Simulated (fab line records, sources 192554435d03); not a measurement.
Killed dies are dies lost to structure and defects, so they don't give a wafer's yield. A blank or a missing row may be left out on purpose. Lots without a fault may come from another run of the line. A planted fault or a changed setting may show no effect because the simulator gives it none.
Chamber matching | flow n5_finfet | N5_BEOL_M3_ETCH_77 on rie_diel-03: 4 sister chambers
The step etches underlayer in N2/H2, target depth 6.5 nm, time 5.2 s. 14 wafers are shown with their chamber, then 7 later ones without.

WAFERS WITH THEIR CHAMBER
wafer  | chamber | drypump_motor_current_A (A) | throttle_valve_pct (%) | oes_product_au (a.u.)
L075.3 | 2       | 5.4                         | 17.94                  | 0.60
L075.5 | 2       | 5.4                         | 17.93                  | 0.59
L075.6 | 3       | 4.9                         | 18.24                  | 0.64
L076.1 | 0       | 6.0                         | 18.04                  | 0.72
L076.4 | 2       | 5.4                         | 17.93                  | 0.59
L076.5 | 2       | 5.4                         | 17.91                  | 0.59
L078.1 | 0       | 6.0                         | 18.06                  | 0.73
L078.3 | 2       | 5.4                         | 17.93                  | 0.59
L078.6 | 0       | 6.0                         | 18.05                  | 0.73
L079.1 | 1       | 6.4                         | 17.73                  | 0.65
L079.4 | 3       | 4.9                         | 18.23                  | 0.65
L079.6 | 1       | 6.5                         | 17.74                  | 0.66
L082.2 | 1       | 6.5                         | 17.74                  | 0.66
L082.4 | 2       | 5.4                         | 17.94                  | 0.59

SIGNATURES (means of the wafers above)
reading                 | chamber 0 | chamber 1 | chamber 2 | chamber 3 | scatter within a chamber
drypump_motor_current_A | 6.000     | 6.467     | 5.400     | 4.900     | 0.0258
throttle_valve_pct      | 18.0500   | 17.7367   | 17.9300   | 18.2350   | 0.00957
oes_product_au          | 0.7267    | 0.6567    | 0.5917    | 0.6450    | 0.00516
Rule: a wafer's distance from a chamber is the root of the sum, over the readings, of the square of ((its reading less the chamber's mean) divided by the reading's scatter). The wafer belongs to the nearest chamber; if the next one is less than 2 further off, it can't be placed. The scatter: the root of (the sum of the squares of (reading less its chamber's mean) over the shown wafers, divided by (wafers less chambers)).

WAFERS WITHOUT THEIR CHAMBER
wafer  | drypump_motor_current_A (A) | throttle_valve_pct (%) | oes_product_au (a.u.)
L082.5 | 6.5                         | 17.76                  | 0.66
L088.1 | 6.0                         | 18.07                  | 0.71
L088.2 | 6.5                         | 17.76                  | 0.65
L088.6 | 6.0                         | 18.07                  | 0.70
L090.1 | 5.4                         | 17.93                  | 0.58
L090.3 | 6.5                         | 17.76                  | 0.64
L090.5 | 6.5                         | 17.77                  | 0.65

WHICH CHAMBER EACH WENT THROUGH
wafer  | from the rows above | in truth
L082.5 | 1                   | 1
L088.1 | 0                   | 0
L088.2 | 1                   | 1
L088.6 | 0                   | 0
L090.1 | 2                   | 2
L090.3 | 1                   | 1
L090.5 | 1                   | 1
Placed correctly: 7 of 7. Can't be placed from these rows: 0. Placed wrongly: 0.
